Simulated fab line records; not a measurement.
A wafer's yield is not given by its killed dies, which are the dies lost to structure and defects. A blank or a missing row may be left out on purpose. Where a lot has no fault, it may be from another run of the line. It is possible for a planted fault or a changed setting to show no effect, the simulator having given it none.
Which tool is to blame? ; flow nand_harc ; route of 1159 steps, sampled at 1 step: 7 lots, 21 wafers

## WHAT THE GAUGES READ, wafer by wafer
NHARC_P_BONDPAD_CD_MEAS_09: target cd 500 nm.
lot;measured;on;cd_nm (nm)
L484;day 6 23:16;cd_sem-02;501.4 503.3 503.4
L487;day 7 10:52;cd_sem-03;503.3 500.6 501.3
L489;day 8 04:19;cd_sem-03;501.3 500.2 503.5
L491;day 8 09:07;cd_sem-02;499.4 498.8 501.9
L492;day 8 18:09;cd_sem-03;498.1 496.7 500.3
L497;day 10 02:20;cd_sem-01;497.0 493.7 496.2
L505;day 12 04:35;cd_sem-02;500.8 503.5 497.9

## WHICH TOOL RAN EACH LOT (tool, then ch and the chambers of the sampled wafers, then the start)
Before these readings, the record contains no process step.

## THE ANSWER, worked out from the rows above alone
Rule: what is usual is taken from the lots themselves. The widest of any qualifying gaps counts: lots, ordered by their means at a reading, are off when they make up no more than a third of the lots, leave a main group of 4 or more, and stand apart from it by 3 or more times the standard deviation of that group's means. If all means in a main group match to the digits the tables above print for the reading, that group is not used. Also off: a lot with no number at a reading for which 4 or more lots have one. All remaining lots with rows at the step are treated as sound.
Across all readings shown, no lot is off: no conclusion can be drawn from this.

## WHAT WAS PUT IN BY THE SIMULATOR
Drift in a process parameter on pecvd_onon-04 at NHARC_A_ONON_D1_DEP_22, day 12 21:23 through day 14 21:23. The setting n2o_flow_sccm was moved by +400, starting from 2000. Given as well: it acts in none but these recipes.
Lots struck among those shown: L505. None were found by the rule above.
